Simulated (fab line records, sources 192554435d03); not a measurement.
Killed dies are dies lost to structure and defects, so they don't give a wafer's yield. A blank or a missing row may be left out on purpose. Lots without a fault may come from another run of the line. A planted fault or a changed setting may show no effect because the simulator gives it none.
Chamber matching | flow n5_finfet | N5_BEOL_M5_CO_CAP_78 on cvd_co-02: 3 sister chambers
The step material Co, precursor CCTBA/H2, target thk 2 nm, time 102.1 s. 6 wafers are shown with their chamber, then 12 later ones without.

WAFERS WITH THEIR CHAMBER
wafer  | chamber | heater_power_w (W)
L089.6 | 1       | 203
L092.6 | 2       | 240
L090.4 | 2       | 236
L091.1 | 0       | 218
L091.4 | 0       | 223
L091.5 | 1       | 196

WAFERS WITHOUT THEIR CHAMBER
wafer  | heater_power_w (W)
L093.2 | 200
L093.5 | 216
L093.6 | 199
L095.3 | 231
L095.5 | 203
L095.6 | 221
L096.3 | 223
L096.4 | 219
L096.5 | 204
L097.2 | 198
L097.4 | 205
L097.5 | 240

WHICH CHAMBER EACH WENT THROUGH
wafer  | from the rows above     | in truth
L093.2 | 1                       | 1
L093.5 | 0                       | 0
L093.6 | 1                       | 1
L095.3 | can't be placed: 2 or 0 | 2
L095.5 | 1                       | 1
L095.6 | 0                       | 0
L096.3 | 0                       | 0
L096.4 | 0                       | 0
L096.5 | 1                       | 1
L097.2 | 1                       | 1
L097.4 | 1                       | 1
L097.5 | 2                       | 2
Placed correctly: 11 of 12. Can't be placed from these rows: 1 (the true chamber is among the candidates in 1). Placed wrongly: 0.
How it was worked out, from the rows above alone: a wafer's distance from a chamber is the root of the sum, over the readings, of the square of ((its reading less the chamber's mean) divided by the reading's scatter). The wafer belongs to the nearest chamber; if the next one is less than 2 further off, it can't be placed. A chamber's mean is the mean of its shown wafers. The scatter: the root of (the sum of the squares of (reading less its chamber's mean) over the shown wafers, divided by (wafers less chambers)).
